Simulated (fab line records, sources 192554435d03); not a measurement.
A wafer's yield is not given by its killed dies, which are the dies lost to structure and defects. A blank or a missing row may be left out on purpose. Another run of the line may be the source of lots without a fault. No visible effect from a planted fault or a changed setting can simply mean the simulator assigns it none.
Which tool did it? || flow n5_finfet || 15 lots (45 wafers sampled), 1 step of a 1938-step route

WHAT THE GAUGES READ, wafer by wafer
N5_BEOL_M4_INSPECT_59: inspects for defects (darkfield). Usual: raw_defect_count reads 76 (standard deviation 26).
{"lot": "L368", "measured": "day 8 06:09", "on": "defect_inspect-02", "raw_defect_count": "81 76 133", "flag": ""}
{"lot": "L369", "measured": "day 9 02:59", "on": "defect_inspect-01", "raw_defect_count": "98 73 63", "flag": ""}
{"lot": "L371", "measured": "day 9 04:56", "on": "defect_inspect-02", "raw_defect_count": "71 65 66", "flag": ""}
{"lot": "L373", "measured": "day 9 13:02", "on": "defect_inspect-02", "raw_defect_count": "65 85 84", "flag": ""}
{"lot": "L375", "measured": "day 9 23:40", "on": "defect_inspect-01", "raw_defect_count": "61 44 85", "flag": ""}
{"lot": "L379", "measured": "day 11 00:56", "on": "defect_inspect-01", "raw_defect_count": "104 81 137", "flag": ""}
{"lot": "L382", "measured": "day 11 21:56", "on": "defect_inspect-01", "raw_defect_count": "56 69 91", "flag": ""}
{"lot": "L383", "measured": "day 12 09:47", "on": "defect_inspect-02", "raw_defect_count": "86 68 77", "flag": ""}
{"lot": "L385", "measured": "day 12 13:44", "on": "defect_inspect-01", "raw_defect_count": "96 76 92", "flag": ""}
{"lot": "L387", "measured": "day 13 05:33", "on": "defect_inspect-02", "raw_defect_count": "67 63 69", "flag": ""}
{"lot": "L386", "measured": "day 13 05:48", "on": "defect_inspect-02", "raw_defect_count": "44 43 50", "flag": ""}
{"lot": "L388", "measured": "day 13 08:35", "on": "defect_inspect-02", "raw_defect_count": "62 62 63", "flag": ""}
{"lot": "L389", "measured": "day 13 08:49", "on": "defect_inspect-02", "raw_defect_count": "76 42 55", "flag": ""}
{"lot": "L390", "measured": "day 13 15:51", "on": "defect_inspect-01", "raw_defect_count": "98 61 63", "flag": ""}
{"lot": "L391", "measured": "day 14 08:12", "on": "defect_inspect-01", "raw_defect_count": "116 71 91", "flag": ""}

TOOL THAT RAN EACH LOT (tool first, then ch and the chambers of the sampled wafers, then the start)
The record holds no process step before these readings.

WHAT THE TOOLS THEMSELVES READ (means of the sampled wafers that have a number; where no wafer has one, the mark that the record gives instead)
The record holds no such reading with a usual standard deviation.

THE ANSWER, worked out from the rows above alone
Rule: lot off if the mean of its wafers having a number is beyond 3 standard deviations from the usual mean. Also off: a lot with no number at a reading for which 4 or more lots have one. The other lots that the step has rows for count as sound. After the gauges, taken in route order, come the tools' own readings; for these a lot's mean is taken, as printed above. At the first step where some lot is off, the reading lying furthest off is the one used; lots without a number count as furthest.
None of the lots is off at any reading shown; this tells nothing.

WHAT THE SIMULATOR PUT IN
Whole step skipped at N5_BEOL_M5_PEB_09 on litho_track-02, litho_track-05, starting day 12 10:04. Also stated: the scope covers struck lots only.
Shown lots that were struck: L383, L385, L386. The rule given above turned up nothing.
